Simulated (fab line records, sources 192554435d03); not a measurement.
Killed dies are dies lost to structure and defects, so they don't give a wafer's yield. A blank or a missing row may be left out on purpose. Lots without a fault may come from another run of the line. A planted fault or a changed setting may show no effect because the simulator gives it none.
Chamber matching | flow n5_finfet | N5_MOL_CONTACT_COAG_CMP_52 on cmp-02: 4 sister chambers
The step polishes, stops on SiO2, t overpolish 1.5 s, target thk 66.5 nm. 4 wafers are shown with their chamber, then 8 later ones without.

WAFERS WITH THEIR CHAMBER
wafer  | chamber | motor_current_A (A)
L090.2 | 0       | 14.9
L092.1 | 2       | 12.5
L092.3 | 3       | 13.4
L093.3 | 1       | 12.5

WAFERS WITHOUT THEIR CHAMBER
wafer  | motor_current_A (A)
L093.5 | 14.9
L093.6 | 12.6
L094.2 | 14.5
L094.3 | 12.2
L094.6 | 12.6
L097.3 | 12.3
L097.5 | 12.0
L097.6 | 14.8

WHICH CHAMBER EACH WENT THROUGH
wafer  | from the rows above     | in truth
L093.5 | 0                       | 0
L093.6 | can't be placed: 1 or 2 | 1
L094.2 | 0                       | 0
L094.3 | can't be placed: 1 or 2 | 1
L094.6 | can't be placed: 1 or 2 | 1
L097.3 | can't be placed: 1 or 2 | 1
L097.5 | can't be placed: 1 or 2 | 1
L097.6 | 0                       | 0
Placed correctly: 3 of 8. Can't be placed from these rows: 5 (the true chamber is among the candidates in 5). Placed wrongly: 0.
How it was worked out, from the rows above alone: a wafer's distance from a chamber is the root of the sum, over the readings, of the square of ((its reading less the chamber's mean) divided by the reading's scatter). The wafer belongs to the nearest chamber; if the next one is less than 2 further off, it can't be placed. A chamber's mean is the mean of its shown wafers. The scatter: with one shown wafer a chamber, the root of the mean of the squares of how far each hidden wafer lies from its nearest shown one.
